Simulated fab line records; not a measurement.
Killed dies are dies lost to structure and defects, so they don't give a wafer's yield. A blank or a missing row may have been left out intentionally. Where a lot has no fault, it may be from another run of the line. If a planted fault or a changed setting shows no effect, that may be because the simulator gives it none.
fab line records -- flow n5Finfet
[record] lots = 5, wafers = 15, lastDay = 17
route steps=1938 shown BEOL_M5@1182 BEOL_M6@1194
lots that met no fault: taken from a fault-free run of the same line
startH: start of the lot's first displayed wafer, in hours after the record's first day -- waitH: hours elapsed since this lot's preceding step -- " the same as in the row above -- L1.1+2: several wafers, shown together as one row -- - no value present, or no start provided -- * or withheld: withheld -- < > ~ a bound
route shown NAME@n: a module of which the file shows steps, and the number in the route of the first -- usual: mean/standard deviation of fault-free wafers -- same: alike in all rows -- chamber/n: place in a boat -- sites: per-site readings -- _std_site: the values' standard deviation -- _edge_site: the outer-site mean with the inner-site mean subtracted -- radiusMm: how far each site lies from the wafer's centre -- mask NAME#n: copy n -- behind: tool/chamber where the wafer was last shaped -- hold: why the lot was held/for how many hours/how that ended -- device: whichever transistor did not switch (one of n, p or np) -- end of line: the tests these same wafers got at the end of their route -- a step without rows: its recipe alone -- killed: not the wafer's yield, but the dies lost to structure and defects at the first sort -- map: the dies of a wafer, with x for killed, . for not killed, _ for no die there
set.NAME: the run value of the setting; set.NAME@STEP: its run value at that earlier step -- model.NAME: the simulator's own value behind a step, which no gauge read
lots at some steps of the route; a table a step, a row a wafer
services: when a tool's chamber went out of use (startH, in hours from the record's first day, below 0 if earlier), for how many hours, and the reason
[[steps]]
[step N5_BEOL_M5_ANNEAL_89]
[recipe] tempC = 400, timeS = 1800, ambient = vacuum
[usual] heaterPowerW = 800/79
[same] timeS = 1800
lot.wafer,tool,chamber,startH,waitH,heaterPowerW
L077.2,pvdSputter-02,-,201.81,0.0,934
L077.4,pvdSputter-02,-,201.81,0.0,924
L077.5,pvdSputter-02,-,201.81,0.0,943
L080.2,pvdSputter-02,-,222.11,0.0,917
L080.4,pvdSputter-02,-,222.11,0.0,728
L080.5,pvdSputter-02,-,222.11,0.0,941
L089.1,pvdSputter-01,-,294.02,0.0,770
L089.5,pvdSputter-01,-,294.02,0.0,786
L089.6,pvdSputter-01,-,294.02,0.0,797
L090.2,pvdSputter-02,-,295.32,0.0,736
L090.3,pvdSputter-02,-,295.32,0.0,730
L090.6,pvdSputter-02,-,295.32,0.0,720
L093.3,pvdSputter-02,-,319.07,0.0,954
L093.5,pvdSputter-02,-,319.07,0.0,758
L093.6,pvdSputter-02,-,319.07,0.0,756
[step N5_BEOL_M5_SPUTTER_90]
[recipe] material = Cu, targetThkA = 45, tempC = -20, chamberPressurePa = 0.07, powerW = withheld, timeS = 8.29
[usual] chamberPressurePa = 0.06997/0.00013, throttleValvePct = 29.6/0.92
[same] timeS = 8.29
lot.wafer,tool,chamber,startH,waitH,chamberPressurePa,throttleValvePct
L077.2,pvdSputter-02,-,202.81,0.5,0.06986,29.1
L077.4,pvdSputter-02,-,202.81,0.5,0.06999,28.2
L077.5,pvdSputter-02,-,202.81,0.5,0.0699,27.9
L080.2,pvdSputter-02,-,223.11,0.5,0.07003,27.9
L080.4,pvdSputter-02,-,223.11,0.5,0.06996,28.9
L080.5,pvdSputter-02,-,223.11,0.5,0.07003,29.1
L089.1,pvdSputter-01,-,295.02,0.5,0.07,30.6
L089.5,pvdSputter-01,-,295.02,0.5,0.06993,31.9
L089.6,pvdSputter-01,-,295.02,0.5,0.06976,29.3
L090.2,pvdSputter-02,-,296.32,0.5,0.06972,28.8
L090.3,pvdSputter-02,-,296.32,0.5,0.07011,29.8
L090.6,pvdSputter-02,-,296.32,0.5,0.06989,29.2
L093.3,pvdSputter-02,-,320.08,0.5,0.07015,28.7
L093.5,pvdSputter-02,-,320.08,0.5,0.06986,29.2
L093.6,pvdSputter-02,-,320.08,0.5,0.07001,29.8
[step N5_BEOL_M5_ECD_50]
[recipe] material = Cu, targetThkA = 3000
lot.wafer,tool,chamber,startH,waitH
L077.2+4+5,ecdCu-02,"0,0,1",202.93,0.1
L080.2+4+5,ecdCu-02,"0,1,1",223.23,0.1
L089.1+5+6,ecdCu-02,"0,0,1",295.14,0.1
L090.2+3+6,ecdCu-02,"0,0,1",296.44,0.1
L093.3+5+6,ecdCu-01,"1,1,0",320.22,0.1
[step N5_BEOL_M5_ANNEAL_51]
[recipe] tempC = 225, timeS = 90, ambient = N2
[usual] annealTempC = 225.01/0.17, annealTempCMax = 225.9/0.46, wafer_temp_C_max = 225.97/0.27
[same] timeS = 90
lot.wafer,tool,chamber,startH,waitH,annealTempC,annealTempCMax,wafer_temp_C_max
L077.2,rtpAnneal-01,0,203.06,0.1,225.16,225.9,226.21
L077.4,rtpAnneal-01,0,203.06,0.1,225.00,225.5,226.26
L077.5,rtpAnneal-01,0,203.06,0.1,224.98,225.6,226.77
L080.2,rtpAnneal-02,0,223.46,0.2,225.27,226.3,225.87
L080.4,rtpAnneal-02,0,223.46,0.2,225.28,226.9,226.11
L080.5,rtpAnneal-02,0,223.46,0.2,225.30,226.5,225.99
L089.1,rtpAnneal-02,0,295.23,0.1,224.97,226.5,225.74
L089.5,rtpAnneal-02,0,295.23,0.1,224.92,226.6,225.89
L089.6,rtpAnneal-02,0,295.23,0.1,224.86,226.5,225.82
L090.2,rtpAnneal-01,0,297.23,0.8,224.91,225.5,226.00
L090.3,rtpAnneal-01,0,297.23,0.8,224.88,225.6,226.32
L090.6,rtpAnneal-01,0,297.23,0.8,224.86,225.5,226.11
L093.3,rtpAnneal-01,0,320.37,0.1,224.75,225.3,225.96
L093.5,rtpAnneal-01,0,320.37,0.1,225.00,225.6,226.03
L093.6,rtpAnneal-01,0,320.37,0.1,224.87,225.5,226.03
[step N5_BEOL_M5_CMP_52]
[recipe] stopOn = SiCOH_lowk, tOverpolishS = 6.9, downForcePsi = 1, platenRpm = 50, clearingPlatenDownForcePsi = 1.5, clearingPlatenRpm = 50, postCmpClean = cuAlkaline, targetThkNm = 62, clearingPlatenPadVelocityMS = 0.99484, padVelocityMS = 0.99484
[usual] barrierFieldEndpointS = 24.5/0.72, motorCurrentA = 6.0/0.36, overpolishRunS = 6.901/0.0081, timeToEndpointS = 61/3.9
lot.wafer,tool,chamber,startH,waitH,barrierFieldEndpointS,motorCurrentA,overpolishRunS,timeToEndpointS
L077.2,cmp-01,0,203.82,0.7,23.9,6.4,6.896,57
L077.4,cmp-01,2,203.82,0.7,24.6,5.6,6.904,59
L077.5,cmp-01,0,203.82,0.7,24.0,6.5,6.892,59
L080.4,cmp-03,2,223.71,0.1,24.6,6.0,6.890,60
L080.2,cmp-03,3,223.71,0.1,23.5,5.8,6.901,56
L080.5,cmp-03,3,223.71,0.1,23.6,5.4,6.901,55
L089.1,cmp-02,2,295.60,0.3,22.9,6.0,6.904,57
L089.6,cmp-02,0,295.60,0.3,24.2,6.6,6.906,64
L089.5,cmp-02,1,295.60,0.3,23.7,5.8,6.903,58
L090.2,cmp-02,1,297.56,0.3,23.0,5.7,6.912,58
L090.3,cmp-02,2,297.56,0.3,23.1,5.8,6.894,56
L090.6,cmp-02,3,297.56,0.3,24.5,5.8,6.911,64
L093.3,cmp-02,0,320.65,0.2,24.5,6.6,6.893,61
L093.6,cmp-02,2,320.65,0.2,23.2,6.1,6.900,56
L093.5,cmp-02,3,320.65,0.2,25.3,5.8,6.895,65
[step N5_BEOL_M5_THK_MEAS_53]
[recipe] thkMeasGauge = xrf, reads = Cu_of_BEOL_M5_ECD_50
[usual] M5_THK = 60.8/2.1
lot.wafer,tool,chamber,startH,waitH,M5_THK[nm]
L077.2,filmMetro-02,-,204.08,-,58.4
L077.4,filmMetro-02,-,204.08,-,62.1
L077.5,filmMetro-02,-,204.08,-,58.8
L080.2,filmMetro-01,-,224.01,-,58.5
L080.4,filmMetro-01,-,224.01,-,61.3
L080.5,filmMetro-01,-,224.01,-,59.3
L089.1,filmMetro-02,-,295.82,-,56.5
L089.5,filmMetro-02,-,295.82,-,58.0
L089.6,filmMetro-02,-,295.82,-,60.1
L090.2,filmMetro-02,-,297.78,-,60.4
L090.3,filmMetro-02,-,297.78,-,58.8
L090.6,filmMetro-02,-,297.78,-,64.3
L093.3,filmMetro-01,-,320.87,-,60.4
L093.5,filmMetro-01,-,320.87,-,64.5
L093.6,filmMetro-01,-,320.87,-,58.3
[step N5_BEOL_M5_PRE_CLEAN_77]
[recipe] gas = NH3/H2, timeS = 15, tempC = *, rfPowerW = 300
[usual] heaterPowerW = 94/19
[same] timeS = 15
lot.wafer,tool,chamber,startH,waitH,heaterPowerW
L077.2,cvdCo-01,1,204.27,0.2,113
L077.4,cvdCo-01,0,204.27,0.2,94
L077.5,cvdCo-01,1,204.27,0.2,114
L080.2,cvdCo-02,2,224.04,0.0,59
L080.4,cvdCo-02,2,224.04,0.0,59
L080.5,cvdCo-02,1,224.04,0.0,112
L089.1,cvdCo-02,0,295.85,0.0,100
L089.5,cvdCo-02,2,295.85,0.0,60
L089.6,cvdCo-02,0,295.85,0.0,96
L090.2,cvdCo-02,2,297.81,0.0,59
L090.3,cvdCo-02,0,297.81,0.0,97
L090.6,cvdCo-02,1,297.81,0.0,113
L093.3,cvdCo-02,2,320.91,0.0,59
L093.5,cvdCo-02,1,320.91,0.0,111
L093.6,cvdCo-02,2,320.91,0.0,60
[step N5_BEOL_M5_CO_CAP_78]
[recipe] material = Co, targetThkA = 20, tempC = 200, precursor = CCTBA/H2, pressureTorr = 30, timeS = 102.1
[usual] heaterPowerW = 247/24
[same] timeS = 102.1
lot.wafer,tool,chamber,startH,waitH,heaterPowerW
L077.2,cvdCo-01,1,204.31,0.0,276
L077.4,cvdCo-01,0,204.31,0.0,246
L077.5,cvdCo-01,1,204.31,0.0,271
L080.2,cvdCo-02,2,224.08,0.0,203
L080.4,cvdCo-02,2,224.08,0.0,204
L080.5,cvdCo-02,1,224.08,0.0,269
L089.1,cvdCo-02,0,295.89,0.0,253
L089.5,cvdCo-02,2,295.89,0.0,205
L089.6,cvdCo-02,0,295.89,0.0,246
L090.2,cvdCo-02,2,297.85,0.0,206
L090.3,cvdCo-02,0,297.85,0.0,248
L090.6,cvdCo-02,1,297.85,0.0,263
L093.3,cvdCo-02,2,320.95,0.0,204
L093.5,cvdCo-02,1,320.95,0.0,268
L093.6,cvdCo-02,2,320.95,0.0,209
[step N5_BEOL_M5_PRE_CLEAN_55]
[recipe] gas = NH3, timeS = 15, tempC = withheld, rfPowerW = 300
[same] timeS = 15
lot.wafer,tool,chamber,startH,waitH
L077.2+4+5,pecvd-02,"2,0,2",204.40,0.1
L080.2+4+5,pecvd-04,"0,1,2",224.18,0.1
L089.1+5+6,pecvd-02,"2,2,0",295.99,0.1
L090.2+3+6,pecvd-04,"0,1,0",297.94,0.1
L093.3+5+6,pecvd-02,"2,2,0",321.04,0.1
[step N5_BEOL_M5_DEP_56]
[recipe] material = SiCN, targetThkA = 80, tempC = withheld, precursor = 3MS/NH3, pressureTorr = 3, rfW = 202, timeS = 14
[usual] showerheadPlenumPTorr = 3.668/0.011, throttleValvePct = 9.2/0.57
[same] timeS = 14
lot.wafer,tool,chamber,startH,waitH,showerheadPlenumPTorr,throttleValvePct
L077.2,pecvd-02,2,204.43,0.0,3.675,8.7
L077.4,pecvd-02,0,204.43,0.0,3.667,8.5
L077.5,pecvd-02,2,204.43,0.0,3.671,8.6
L080.2,pecvd-04,0,224.20,0.0,3.661,9.0
L080.4,pecvd-04,1,224.20,0.0,3.699,10.3
L080.5,pecvd-04,2,224.20,0.0,3.654,9.1
L089.1,pecvd-02,2,296.02,0.0,3.669,8.5
L089.5,pecvd-02,2,296.02,0.0,3.668,8.7
L089.6,pecvd-02,0,296.02,0.0,3.668,8.9
L090.2,pecvd-04,0,297.97,0.0,3.661,9.0
L090.3,pecvd-04,1,297.97,0.0,3.687,10.4
L090.6,pecvd-04,0,297.97,0.0,3.659,9.4
L093.3,pecvd-02,2,321.07,0.0,3.677,8.6
L093.5,pecvd-02,2,321.07,0.0,3.678,8.6
L093.6,pecvd-02,0,321.07,0.0,3.668,8.6
[step N5_BEOL_M5_RS_MEAS_57]
[recipe] thkMeasGauge = four-point-probe, reads = Co_of_BEOL_M5_CO_CAP_78+Cu_of_BEOL_M5_ECD_50+Co_of_BEOL_M5_CVD_47+TaN_of_BEOL_M5_ALD_86
[usual] M5_RS = 0.396/0.016
lot.wafer,tool,chamber,startH,waitH,M5_RS[ohm/sq]
L077.2,filmMetro-02,-,204.49,0.1,0.420
L077.4,filmMetro-02,-,204.49,0.1,0.388
L077.5,filmMetro-02,-,204.49,0.1,0.416
L080.2,filmMetro-02,-,224.27,0.1,0.414
L080.4,filmMetro-02,-,224.27,0.1,0.391
L080.5,filmMetro-02,-,224.27,0.1,0.405
L089.1,filmMetro-01,-,296.11,0.1,0.435
L089.5,filmMetro-01,-,296.11,0.1,0.423
L089.6,filmMetro-01,-,296.11,0.1,0.404
L090.2,filmMetro-01,-,298.04,0.1,0.403
L090.3,filmMetro-01,-,298.04,0.1,0.415
L090.6,filmMetro-01,-,298.04,0.1,0.375
L093.3,filmMetro-01,-,321.13,0.1,0.394
L093.5,filmMetro-01,-,321.13,0.1,0.365
L093.6,filmMetro-01,-,321.13,0.1,0.415
[step N5_BEOL_M5_INSPECT_58]
[recipe] inspectInstrument = darkfield, mode = postDep
[usual] rawDefectCount = 78/25
lot.wafer,tool,chamber,startH,waitH,rawDefectCount
L077.2,defectInspect-02,-,204.52,0.0,71
L077.4,defectInspect-02,-,204.52,0.0,57
L077.5,defectInspect-02,-,204.52,0.0,81
L080.2,defectInspect-01,-,224.29,0.0,73
L080.4,defectInspect-01,-,224.29,0.0,61
L080.5,defectInspect-01,-,224.29,0.0,50
L089.1,defectInspect-02,-,296.13,0.0,78
L089.5,defectInspect-02,-,296.13,0.0,76
L089.6,defectInspect-02,-,296.13,0.0,88
L090.2,defectInspect-01,-,298.06,0.0,78
L090.3,defectInspect-01,-,298.06,0.0,60
L090.6,defectInspect-01,-,298.06,0.0,132
L093.3,defectInspect-02,-,321.16,0.0,112
L093.5,defectInspect-02,-,321.16,0.0,97
L093.6,defectInspect-02,-,321.16,0.0,74
[step N5_BEOL_M6_ILD_DEP_00]
[recipe] material = SiCOH_lowk, targetThkA = 1797.5, tempC = 300, precursor = DEMS/porogen, pressureTorr = 5, rfW = 500, timeS = 33.4
[usual] heaterPowerW = 317/54, showerheadPlenumPTorr = 5.740/0.016, throttleValvePct = 14.1/0.83
[same] timeS = 33.4
lot.wafer,tool,chamber,startH,waitH,heaterPowerW,showerheadPlenumPTorr,throttleValvePct
L077.2,pecvd-03,1,204.56,0.0,352,5.743,13.8
L077.4,pecvd-03,0,204.56,0.0,338,5.734,12.9
L077.5,pecvd-03,0,204.56,0.0,269,5.738,12.9
L080.2,pecvd-01,2,224.33,0.0,316,5.736,13.6
L080.4,pecvd-01,1,224.33,0.0,339,5.724,14.3
L080.5,pecvd-01,2,224.33,0.0,316,5.726,13.8
L089.1,pecvd-01,0,296.17,0.0,339,5.758,14.2
L089.5,pecvd-01,2,296.17,0.0,324,5.734,13.6
L089.6,pecvd-01,0,296.17,0.0,336,5.764,14.1
L090.2,pecvd-04,0,298.10,0.0,265,5.738,13.9
L090.3,pecvd-04,2,298.10,0.0,372,5.751,14.4
L090.6,pecvd-04,0,298.10,0.0,271,5.749,14.0
L093.3,pecvd-04,2,321.20,0.0,367,5.728,14.0
L093.5,pecvd-04,0,321.20,0.0,250,5.739,14.1
L093.6,pecvd-04,2,321.20,0.0,359,5.726,14.2
[step N5_BEOL_M6_CURE_74]
[recipe] tempC = 385, timeS = 240, ambient = He/Ar, material = SiCOH_lowk
[usual] lampPowerPct = 52.31/0.056, wafer_temp_C_max = 386.8/0.57
[same] timeS = 240
lot.wafer,tool,chamber,startH,waitH,lampPowerPct,wafer_temp_C_max
L077.2,uvCure-02,1,204.72,0.1,52.32,387.7
L077.4,uvCure-02,1,204.72,0.1,52.30,387.5
L077.5,uvCure-02,1,204.72,0.1,52.30,386.9
L080.2,uvCure-02,0,224.55,0.2,52.29,387.2
L080.4,uvCure-02,0,224.55,0.2,52.27,386.4
L080.5,uvCure-02,0,224.55,0.2,52.36,386.6
L089.1,uvCure-02,1,296.23,0.0,52.32,386.9
L089.5,uvCure-02,1,296.23,0.0,52.25,386.9
L089.6,uvCure-02,1,296.23,0.0,52.26,387.3
L090.2,uvCure-03,2,298.24,0.1,52.28,386.6
L090.3,uvCure-03,2,298.24,0.1,52.36,386.9
L090.6,uvCure-03,2,298.24,0.1,52.26,386.7
L093.3,uvCure-01,2,321.51,0.3,52.27,386.0
L093.5,uvCure-01,2,321.51,0.3,52.38,386.8
L093.6,uvCure-01,2,321.51,0.3,52.29,386.3
[step N5_BEOL_M6_THK_MEAS_01]
[recipe] reads = SiCOH_lowk_of_BEOL_M6_ILD_DEP_00
[usual] M6_ILD_THK = 155.5/2.2
lot.wafer,tool,chamber,startH,waitH,M6_ILD_THK[nm]
L077.2,filmMetro-01,-,205.15,0.4,152.4
L077.4,filmMetro-01,-,205.15,0.4,156.7
L077.5,filmMetro-01,-,205.15,0.4,157.6
L080.2,filmMetro-01,-,225.39,0.7,154.1
L080.4,filmMetro-01,-,225.39,0.7,156.5
L080.5,filmMetro-01,-,225.39,0.7,156.0
L089.1,filmMetro-01,-,296.75,0.4,152.5
L089.5,filmMetro-01,-,296.75,0.4,156.3
L089.6,filmMetro-01,-,296.75,0.4,156.3
L090.2,filmMetro-01,-,298.68,0.4,154.2
L090.3,filmMetro-01,-,298.68,0.4,152.4
L090.6,filmMetro-01,-,298.68,0.4,155.3
L093.3,filmMetro-02,-,321.86,0.3,153.4
L093.5,filmMetro-02,-,321.86,0.3,158.0
L093.6,filmMetro-02,-,321.86,0.3,156.3
[step N5_BEOL_M6_PECVD_70]
[recipe] material = SiO2, targetThkA = 200, tempC = 400, precursor = TEOS/O2, pressureTorr = 5.5, rfW = 450, teosFlowSccm = 53.8, gas = O2, flowSccm = 3000, timeS = 22.7
[usual] heaterPowerW = 734/110, showerheadPlenumPTorr = 8.79/0.061, throttleValvePct = 22.7/1.1
[same] timeS = 22.7
lot.wafer,tool,chamber,startH,waitH,heaterPowerW,showerheadPlenumPTorr,throttleValvePct
L077.2,pecvd-03,1,205.19,0.0,888,8.79,22.2
L077.4,pecvd-03,1,205.19,0.0,889,8.77,22.1
L077.5,pecvd-03,1,205.19,0.0,883,8.77,22.2
L080.2,pecvd-01,1,225.42,0.0,804,8.70,23.0
L080.4,pecvd-01,1,225.42,0.0,835,8.71,23.0
L080.5,pecvd-01,2,225.42,0.0,748,8.75,22.1
L089.1,pecvd-01,2,296.78,0.0,704,8.75,22.3
L089.5,pecvd-01,2,296.78,0.0,700,8.75,22.2
L089.6,pecvd-01,1,296.78,0.0,755,8.71,23.0
L090.2,pecvd-04,0,298.71,0.0,606,8.79,22.7
L090.3,pecvd-04,1,298.71,0.0,590,8.90,26.0
L090.6,pecvd-04,0,298.71,0.0,611,8.77,22.6
L093.3,pecvd-01,0,321.90,0.0,806,8.86,22.7
L093.5,pecvd-01,0,321.90,0.0,822,8.87,22.9
L093.6,pecvd-01,1,321.90,0.0,726,8.72,23.2
[step N5_BEOL_M6_HM_DEP_02]
[recipe] material = TiN, targetThkA = 200, tempC = 25, chamberPressurePa = 0.49996
[usual] chamberPressurePa = 0.4998/0.0011, throttleValvePct = 29.9/0.94
lot.wafer,tool,chamber,startH,waitH,chamberPressurePa,throttleValvePct
L077.2,pvdSputter-01,-,207.06,1.8,0.4987,29.0
L077.4,pvdSputter-01,-,207.06,1.8,0.4993,31.7
L077.5,pvdSputter-01,-,207.06,1.8,0.5002,31.0
L080.2,pvdSputter-02,-,226.13,0.7,0.5008,28.2
L080.4,pvdSputter-02,-,226.13,0.7,0.5007,28.9
L080.5,pvdSputter-02,-,226.13,0.7,0.5022,29.1
L089.1,pvdSputter-01,-,299.10,2.3,0.4991,31.6
L089.5,pvdSputter-01,-,299.10,2.3,0.4989,29.1
L089.6,pvdSputter-01,-,299.10,2.3,0.4997,32.0
L090.2,pvdSputter-01,-,300.20,1.5,0.4996,30.8
L090.3,pvdSputter-01,-,300.20,1.5,0.4996,29.3
L090.6,pvdSputter-01,-,300.20,1.5,0.5016,30.8
L093.3,pvdSputter-02,-,322.32,0.4,0.5006,29.8
L093.5,pvdSputter-02,-,322.32,0.4,0.5007,29.0
L093.6,pvdSputter-02,-,322.32,0.4,0.5009,30.0
[step N5_BEOL_M6_COAT_59]
[recipe] resist = SOC, tempC = 250, timeS = 60, spinRpm = 1500, resistThkNm = 100
[same] timeS = 60
lot.wafer,tool,chamber,startH,waitH
L077.2+4+5,lithoTrack-05,0,207.18,0.1
L080.2+4+5,lithoTrack-05,0,226.26,0.1
L089.1+5+6,lithoTrack-02,0,299.23,0.1
L090.2+3+6,lithoTrack-01,0,300.33,0.1
L093.3+5+6,lithoTrack-01,0,322.44,0.1
[step N5_BEOL_M6_COAT_60]
[recipe] resist = SiARC, tempC = 220, timeS = 60, spinRpm = 1500, resistThkNm = 35
[same] timeS = 60
lot.wafer,tool,chamber,startH,waitH
L077.2+4+5,lithoTrack-05,0,-,-
L080.2+4+5,lithoTrack-05,0,-,-
L089.1+5+6,lithoTrack-02,0,-,-
L090.2+3+6,lithoTrack-01,0,-,-
L093.3+5+6,lithoTrack-01,0,-,-
[step N5_BEOL_M6_COAT_05]
[recipe] resist = CAR-ArF, spinRpm = 1500, resistThkNm = 90
lot.wafer,tool,chamber,startH,waitH
L077.2+4+5,lithoTrack-05,0,-,-
L080.2+4+5,lithoTrack-05,0,-,-
L089.1+5+6,lithoTrack-02,0,-,-
L090.2+3+6,lithoTrack-01,0,-,-
L093.3+5+6,lithoTrack-01,0,-,-
[step N5_BEOL_M6_EBR_07]
[recipe] solvent = PGMEA, ebrWidthMm = 1.5
lot.wafer,tool,chamber,startH,waitH
L077.2+4+5,lithoTrack-05,0,-,-
L080.2+4+5,lithoTrack-05,0,-,-
L089.1+5+6,lithoTrack-02,0,-,-
L090.2+3+6,lithoTrack-01,0,-,-
L093.3+5+6,lithoTrack-01,0,-,-
[step N5_BEOL_M6_SOFTBAKE_06]
[recipe] tempC = 110, timeS = 60, resist = CAR-ArF
[same] timeS = 60
lot.wafer,tool,chamber,startH,waitH
L077.2+4+5,lithoTrack-05,0,-,-
L080.2+4+5,lithoTrack-05,0,-,-
L089.1+5+6,lithoTrack-02,0,-,-
L090.2+3+6,lithoTrack-01,0,-,-
L093.3+5+6,lithoTrack-01,0,-,-
[step N5_BEOL_M6_EXPOSE_08]
[recipe] maskId = M6, na = 1.35, sourceShape = dipole, sigmaInner = 0.817, sigmaOuter = 0.97, polarization = te, doseMj = 68.25
[usual] stageVelMmS = 500.02/0.25
[same] sigmaInner = 0.817
lot.wafer,tool,chamber,startH,waitH,mask,stageVelMmS
L077.2,arfiScanner-02,0,207.45,-,M6#0,500.21
L077.4,arfiScanner-02,0,207.45,-,M6#0,499.96
L077.5,arfiScanner-02,0,207.45,-,M6#0,500.03
L080.2,arfiScanner-03,0,226.51,-,M6#0,499.80
L080.4,arfiScanner-03,0,226.51,-,M6#0,499.98
L080.5,arfiScanner-03,0,226.51,-,M6#0,500.07
L089.1,arfiScanner-02,0,299.35,-,M6#0,499.90
L089.5,arfiScanner-02,0,299.35,-,M6#0,499.92
L089.6,arfiScanner-02,0,299.35,-,M6#0,500.36
L090.2,arfiScanner-01,0,300.58,-,M6#0,500.25
L090.3,arfiScanner-01,0,300.58,-,M6#0,500.28
L090.6,arfiScanner-01,0,300.58,-,M6#0,500.00
L093.3,arfiScanner-01,0,322.58,-,M6#0,499.73
L093.5,arfiScanner-01,0,322.58,-,M6#0,499.86
L093.6,arfiScanner-01,0,322.58,-,M6#0,499.89
[step N5_BEOL_M6_PEB_09]
[recipe] pebTempC = withheld, pebTimeS = 60, resist = CAR-ArF
lot.wafer,tool,chamber,startH,waitH
L077.2+4+5,lithoTrack-01,0,207.50,0.0
L080.2+4+5,lithoTrack-05,0,226.57,0.0
L089.1+5+6,lithoTrack-01,0,299.41,0.1
L090.2+3+6,lithoTrack-02,0,300.64,0.0
L093.3+5+6,lithoTrack-05,0,322.63,0.0
[step N5_BEOL_M6_DEVELOP_10]
[recipe] developTimeS = 30, developer = TMAH, resist = CAR-ArF, rinseLiquid = diw, dry = airSpin, devTempC = 23
lot.wafer,tool,chamber,startH,waitH
L077.2+4+5,lithoTrack-01,0,-,-
L080.2+4+5,lithoTrack-05,0,-,-
L089.1+5+6,lithoTrack-01,0,-,-
L090.2+3+6,lithoTrack-02,0,-,-
L093.3+5+6,lithoTrack-05,0,-,-
[step N5_BEOL_M6_CD_MEAS_11]
[recipe] targetCdNm = 38.5, landingEnergyEv = 500, detector = seInlens, polarity = opening
[usual] cdNm = 38.5/0.54
lot.wafer,tool,chamber,startH,waitH,cdNm
L077.2,cdSem-01,0,207.57,-,39.3
L077.4,cdSem-01,0,207.57,-,38.7
L077.5,cdSem-01,0,207.57,-,38.3
L080.2,cdSem-02,0,226.64,-,38.1
L080.4,cdSem-02,0,226.64,-,38.2
L080.5,cdSem-02,0,226.64,-,38.5
L089.1,cdSem-03,0,299.48,-,38.3
L089.5,cdSem-03,0,299.48,-,39.4
L089.6,cdSem-03,0,299.48,-,38.5
L090.2,cdSem-03,0,300.70,-,39.1
L090.3,cdSem-03,0,300.70,-,38.7
L090.6,cdSem-03,0,300.70,-,38.5
L093.3,cdSem-02,0,322.69,-,38.3
L093.5,cdSem-02,0,322.69,-,38.0
L093.6,cdSem-02,0,322.69,-,38.8
[step N5_BEOL_M6_OVL_MEAS_12]
[recipe] pointsPerWafer = 44
[usual] M6_OVL = -0.4/0.7
lot.wafer,tool,chamber,startH,waitH,M6_OVL[nm]
L077.2,overlay-02,0,207.60,0.0,0.8
L077.4,overlay-02,0,207.60,0.0,-0.7
L077.5,overlay-02,0,207.60,0.0,0.9
L080.2,overlay-02,0,226.67,0.0,-0.2
L080.4,overlay-02,0,226.67,0.0,0.6
L080.5,overlay-02,0,226.67,0.0,0.3
L089.1,overlay-01,0,299.51,0.0,-0.6
L089.5,overlay-01,0,299.51,0.0,-0.7
L089.6,overlay-01,0,299.51,0.0,-0.6
L090.2,overlay-02,0,300.73,0.0,0.3
L090.3,overlay-02,0,300.73,0.0,-1.3
L090.6,overlay-02,0,300.73,0.0,1.1
L093.3,overlay-01,0,322.72,0.0,-0.4
L093.5,overlay-01,0,322.72,0.0,0.6
L093.6,overlay-01,0,322.72,0.0,-0.3
[step N5_BEOL_M6_INSPECT_13]
[recipe] mode = adi, inspectInstrument = brightfield
[usual] rawDefectCount = 416/100
lot.wafer,tool,chamber,startH,waitH,rawDefectCount
L077.2,defectInspect-02,-,207.62,0.0,332
L077.4,defectInspect-02,-,207.62,0.0,289
L077.5,defectInspect-02,-,207.62,0.0,408
L080.2,defectInspect-02,-,226.69,0.0,497
L080.4,defectInspect-02,-,226.69,0.0,681
L080.5,defectInspect-02,-,226.69,0.0,426
L089.1,defectInspect-02,-,299.53,0.0,448
L089.5,defectInspect-02,-,299.53,0.0,530
L089.6,defectInspect-02,-,299.53,0.0,821
L090.2,defectInspect-02,-,300.76,0.0,375
L090.3,defectInspect-02,-,300.76,0.0,350
L090.6,defectInspect-02,-,300.76,0.0,589
L093.3,defectInspect-02,-,322.75,0.0,557
L093.5,defectInspect-02,-,322.75,0.0,458
L093.6,defectInspect-02,-,322.75,0.0,553
[[services]]
tool,chamber,startH,hours,kind
ecdCu-02,-,179.62,0.5,repair
cvdCo-02,-,185.55,0.8,repair
cvdCo-01,0,196.13,2.6,repair
arfiScanner-02,-,196.94,1.3,pm
cvdCo-01,-,197.12,0.5,repair
cvdCo-02,-,198.07,14.6,pm
arfiScanner-01,-,203.80,0.8,pm
arfiScanner-02,-,205.34,0.4,repair
cmp-02,-,211.56,3.1,pm
arfiScanner-01,-,216.43,36.0,pm
ecdCu-02,-,225.02,2.5,pm
arfiScanner-02,-,232.86,3.0,pm
arfiScanner-02,-,237.72,1.1,repair
pecvd-02,1,238.05,21.2,repair
arfiScanner-02,-,250.34,1.0,pm
arfiScanner-01,-,252.43,1.3,pm
pecvd-02,-,260.45,0.9,repair
arfiScanner-01,-,265.99,0.9,repair
arfiScanner-02,-,270.54,0.9,repair
ecdCu-02,-,271.46,1.8,repair
pecvd-01,-,276.86,5.5,pm
rtpAnneal-01,-,293.98,2.9,pm
uvCure-02,-,317.76,1.0,pm
ecdCu-02,-,318.33,3.1,repair
[[key]]
fault none
